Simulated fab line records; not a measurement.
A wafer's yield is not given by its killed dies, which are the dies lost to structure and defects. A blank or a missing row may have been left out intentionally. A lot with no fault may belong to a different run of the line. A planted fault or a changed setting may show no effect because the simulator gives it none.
Chamber matching -- flow n5-finfet -- 4 sister chambers for N5_MOL_CONTACT_COAG_ETCHBACK_136 on rie-diel-05
The step etches SiO2 in CHF3, target depth 25 nm, time 16.7 s. 14 wafers are shown with their chamber, then 7 later ones without.

## EACH WAFER AND ITS CHAMBER
wafer,chamber,drypump-motor-current-A (A),rf-vpp-V (V),showerhead-plenum-p-Torr (Torr)
L076.3,3,5.7,533,2.36
L076.4,1,5.1,509,2.37
L076.6,3,5.7,533,2.36
L080.2,0,6.5,524,2.46
L080.3,2,5.9,526,2.43
L080.5,1,5.1,510,2.37
L089.2,1,5.1,509,2.36
L089.3,2,5.9,525,2.43
L089.4,3,5.7,532,2.35
L092.4,2,5.9,525,2.43
L092.5,0,6.4,522,2.45
L092.6,1,5.1,509,2.36
L093.1,0,6.4,522,2.45
L093.4,1,5.1,510,2.36

SIGNATURES (means of the wafers above)
reading,chamber 0,chamber 1,chamber 2,chamber 3,scatter within a chamber
drypump-motor-current-A,6.433,5.100,5.900,5.700,0.0258
rf-vpp-V,522.67,509.40,525.33,532.67,0.721
showerhead-plenum-p-Torr,2.4533,2.3640,2.4300,2.3567,0.00503
Rule: distance of a wafer from a chamber = root of the sum over the readings of ((wafer's reading minus chamber's mean) / reading's scatter) squared. If the next closest chamber is less than 2 further off than the closest, the wafer can't be placed; otherwise it belongs to the closest. The scatter: the root of (the sum of the squares of (reading less its chamber's mean) over the shown wafers, divided by (wafers less chambers)).

## WAFERS MISSING THEIR CHAMBER
wafer,drypump-motor-current-A (A),rf-vpp-V (V),showerhead-plenum-p-Torr (Torr)
L093.5,6.4,522,2.45
L094.1,5.1,509,2.36
L094.2,6.4,522,2.45
L094.4,5.9,525,2.43
L096.3,5.7,533,2.35
L096.4,5.1,510,2.36
L096.5,5.1,509,2.36

## THE CHAMBER EACH PASSED THROUGH
wafer,from the rows above,in truth
L093.5,0,0
L094.1,1,1
L094.2,0,0
L094.4,2,2
L096.3,3,3
L096.4,1,1
L096.5,1,1
Correctly placed: 7 of 7. Can't be placed from these rows: 0. Number placed wrongly: 0.
